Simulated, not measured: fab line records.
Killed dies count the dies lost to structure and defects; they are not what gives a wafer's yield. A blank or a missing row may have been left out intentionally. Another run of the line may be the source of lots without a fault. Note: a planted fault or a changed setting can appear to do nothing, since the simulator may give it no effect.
Chamber matching :: flow n5-finfet :: N5_BEOL_M14_DESCUM_15 on rie-diel-01 has 4 sister chambers
The step chemistry O2, time 7.9 s. 18 wafers are shown with their chamber, then 9 later ones without.

## WAFERS WITH THEIR CHAMBER
wafer: L078.1
chamber: 1
drypump-motor-current-A (A): 6.0
showerhead-plenum-p-Torr (Torr): 2.11
throttle-valve-pct (%): 20.22

wafer: L078.2
chamber: 2
drypump-motor-current-A (A): 5.4
showerhead-plenum-p-Torr (Torr): 2.04
throttle-valve-pct (%): 20.59

wafer: L078.6
chamber: 0
drypump-motor-current-A (A): 5.8
showerhead-plenum-p-Torr (Torr): 2.14
throttle-valve-pct (%): 20.08

wafer: L077.2
chamber: 3
drypump-motor-current-A (A): 6.0
showerhead-plenum-p-Torr (Torr): 2.08
throttle-valve-pct (%): 20.58

wafer: L077.4
chamber: 0
drypump-motor-current-A (A): 5.8
showerhead-plenum-p-Torr (Torr): 2.14
throttle-valve-pct (%): 20.09

wafer: L077.5
chamber: 2
drypump-motor-current-A (A): 5.4
showerhead-plenum-p-Torr (Torr): 2.04
throttle-valve-pct (%): 20.56

wafer: L081.1
chamber: 0
drypump-motor-current-A (A): 5.8
showerhead-plenum-p-Torr (Torr): 2.14
throttle-valve-pct (%): 20.08

wafer: L081.2
chamber: 2
drypump-motor-current-A (A): 5.5
showerhead-plenum-p-Torr (Torr): 2.04
throttle-valve-pct (%): 20.58

wafer: L081.3
chamber: 3
drypump-motor-current-A (A): 6.0
showerhead-plenum-p-Torr (Torr): 2.08
throttle-valve-pct (%): 20.58

wafer: L081.4
chamber: 1
drypump-motor-current-A (A): 6.0
showerhead-plenum-p-Torr (Torr): 2.11
throttle-valve-pct (%): 20.25

wafer: L081.5
chamber: 1
drypump-motor-current-A (A): 6.0
showerhead-plenum-p-Torr (Torr): 2.11
throttle-valve-pct (%): 20.24

wafer: L081.6
chamber: 2
drypump-motor-current-A (A): 5.4
showerhead-plenum-p-Torr (Torr): 2.04
throttle-valve-pct (%): 20.56

wafer: L083.3
chamber: 1
drypump-motor-current-A (A): 6.0
showerhead-plenum-p-Torr (Torr): 2.11
throttle-valve-pct (%): 20.26

wafer: L083.4
chamber: 0
drypump-motor-current-A (A): 5.8
showerhead-plenum-p-Torr (Torr): 2.14
throttle-valve-pct (%): 20.11

wafer: L083.5
chamber: 1
drypump-motor-current-A (A): 6.0
showerhead-plenum-p-Torr (Torr): 2.11
throttle-valve-pct (%): 20.26

wafer: L086.1
chamber: 2
drypump-motor-current-A (A): 5.4
showerhead-plenum-p-Torr (Torr): 2.03
throttle-valve-pct (%): 20.63

wafer: L086.5
chamber: 2
drypump-motor-current-A (A): 5.4
showerhead-plenum-p-Torr (Torr): 2.03
throttle-valve-pct (%): 20.65

wafer: L086.6
chamber: 1
drypump-motor-current-A (A): 6.0
showerhead-plenum-p-Torr (Torr): 2.10
throttle-valve-pct (%): 20.31

SIGNATURES (averages over the wafers above)
reading: drypump-motor-current-A
chamber 0: 5.800
chamber 1: 6.000
chamber 2: 5.417
chamber 3: 6.000
scatter within a chamber: 0.0244

reading: showerhead-plenum-p-Torr
chamber 0: 2.1400
chamber 1: 2.1083
chamber 2: 2.0367
chamber 3: 2.0800
scatter within a chamber: 0.00393

reading: throttle-valve-pct
chamber 0: 20.0900
chamber 1: 20.2567
chamber 2: 20.5950
chamber 3: 20.5800
scatter within a chamber: 0.0294
Rule: for each reading, subtract the chamber's mean from the wafer's reading, divide by that reading's scatter and square the result; add these up over the readings and take the root, which gives the wafer's distance from the chamber. The wafer belongs to the nearest chamber; if the next one is less than 2 further off, it can't be placed. The scatter is the square root of a quotient: the sum, over the shown wafers, of each reading's squared deviation from its chamber's mean, divided by wafers minus chambers.

## WAFERS WHOSE CHAMBER IS MISSING
wafer: L089.3
drypump-motor-current-A (A): 6.0
showerhead-plenum-p-Torr (Torr): 2.06
throttle-valve-pct (%): 20.65

wafer: L089.4
drypump-motor-current-A (A): 5.4
showerhead-plenum-p-Torr (Torr): 2.03
throttle-valve-pct (%): 20.64

wafer: L089.6
drypump-motor-current-A (A): 5.4
showerhead-plenum-p-Torr (Torr): 2.03
throttle-valve-pct (%): 20.62

wafer: L094.1
drypump-motor-current-A (A): 5.9
showerhead-plenum-p-Torr (Torr): 2.09
throttle-valve-pct (%): 20.31

wafer: L094.4
drypump-motor-current-A (A): 5.8
showerhead-plenum-p-Torr (Torr): 2.13
throttle-valve-pct (%): 20.16

wafer: L094.5
drypump-motor-current-A (A): 5.4
showerhead-plenum-p-Torr (Torr): 2.03
throttle-valve-pct (%): 20.65

wafer: L095.3
drypump-motor-current-A (A): 5.8
showerhead-plenum-p-Torr (Torr): 2.13
throttle-valve-pct (%): 20.16

wafer: L095.5
drypump-motor-current-A (A): 6.0
showerhead-plenum-p-Torr (Torr): 2.09
throttle-valve-pct (%): 20.32

wafer: L095.6
drypump-motor-current-A (A): 5.8
showerhead-plenum-p-Torr (Torr): 2.13
throttle-valve-pct (%): 20.18

## WHICH CHAMBER EACH ONE RAN IN
wafer: L089.3
from the rows above: 3
in truth: 3

wafer: L089.4
from the rows above: 2
in truth: 2

wafer: L089.6
from the rows above: 2
in truth: 2

wafer: L094.1
from the rows above: 1
in truth: 1

wafer: L094.4
from the rows above: 0
in truth: 0

wafer: L094.5
from the rows above: 2
in truth: 2

wafer: L095.3
from the rows above: 0
in truth: 0

wafer: L095.5
from the rows above: 1
in truth: 1

wafer: L095.6
from the rows above: 0
in truth: 0
Placed correctly: 9 of 9. Can't be placed from these rows: 0. Placed wrongly: 0.
